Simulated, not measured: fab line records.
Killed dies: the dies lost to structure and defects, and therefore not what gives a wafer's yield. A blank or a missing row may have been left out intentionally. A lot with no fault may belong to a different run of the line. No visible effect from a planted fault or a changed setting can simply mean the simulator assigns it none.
Code-filled problem report in 8D (eight disciplines) form :: flow n5-finfet :: the parts of the form that need people (team, actions taken, sign-off) are left out

== 1. THE PROBLEM ==
At N5_HKMG_FIN_COAT_41, spin-speed-rpm averages 1338.6 rpm over 6 wafers from 2 lots, while fault-free wafers read 1500.1 rpm, standard deviation 1.1. So: -99 or more standard deviations from the usual mean.
The step: time 60 s, resist thk 300 nm.
The first sign was on wafer L800.1 at day 8 05:44, on litho-track-02. The record has a number at this step for 18 wafers belonging to 6 lots. Rule for "out", or "out of limits": more than 4 standard deviations from the usual mean. Any other wafer with a number is counted as sound.

== 2. WHAT IT IS, WHAT IT ISN'T ==
question: which readings at this step
is: spin-speed-rpm
is not: exhaust-pa

question: which lots
is: L800, L802
is not: L785, L789, L803, L806

question: which wafers of those lots
is: all that have a number
is not: -

question: read on which tools
is: litho-track-02
is not: litho-track-01, litho-track-04

question: when
is: from day 8 05:44
is not: up to then (6 sound wafers); but 6 sound wafers of L803, L806 came after

== 3. WHAT RULES OUT EACH SUSPECT ==
Counting: any tool at a process step up to the reading is kept as a suspect provided that every lot that is out went through it and no sound lot did after the first of them.
- ald-hk-03 at N5_HKMG_FIN_ALD_75 (deposits Al2O3, target thk 1 nm, co reactant pulse time 1 s): ruled out as a lasting fault. The sound lots L803 went through it after L800, its earliest lot that is out (day 8 05:34).
- litho-track-02 at N5_HKMG_FIN_COAT_41 (time 60 s, resist thk 300 nm): kept. Every lot that is out went through it, starting with L800 (day 8 05:44), and after that it ran no sound lot; the last sound lot it ran before then is L785 (day 4 13:09). On those wafers its own readings are out: spin-speed-rpm.
The count leaves litho-track-02 at N5_HKMG_FIN_COAT_41.

== 4. THE CAUSE (what the simulator had put in) ==
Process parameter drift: litho-track-02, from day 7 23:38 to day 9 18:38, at N5_HKMG_FIN_COAT_41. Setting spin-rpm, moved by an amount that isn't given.
This tool alone remained once counting was done.

== 5. THE CHAIN OF EFFECTS, in route order ==
Each row: a reading where the mean over the struck wafers with a number is more than 3 standard deviations away from the usual. Only readings whose record carries a usual standard deviation are examined. hours: median over the lots of the time between each lot's start at the first step of this table that gives one and its start at this step. sigmas: the change, counted in usual standard deviations.
hours: 0
step: N5_HKMG_FIN_COAT_41
reading: spin-speed-rpm
usual: 1500.1 rpm
on struck wafers: 1338.6
change: -161.5
sigmas: -99 or more
Process steps it contains:
- N5_HKMG_FIN_COAT_41: time 60 s, resist thk 300 nm.
At these later measuring or inspecting steps, every struck wafer for which the step has a row has a number for every such reading, and none has moved that far: N5_HKMG_FIN_CD_MEAS_49, N5_HKMG_FIN_OVL_MEAS_50, N5_HKMG_FIN_INSPECT_61.

== 6. HOW IT WOULD HAVE BEEN CAUGHT EARLIER ==
First out-of-limits reading in this record: day 8 05:44, which is 6 hours after fault onset at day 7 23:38.
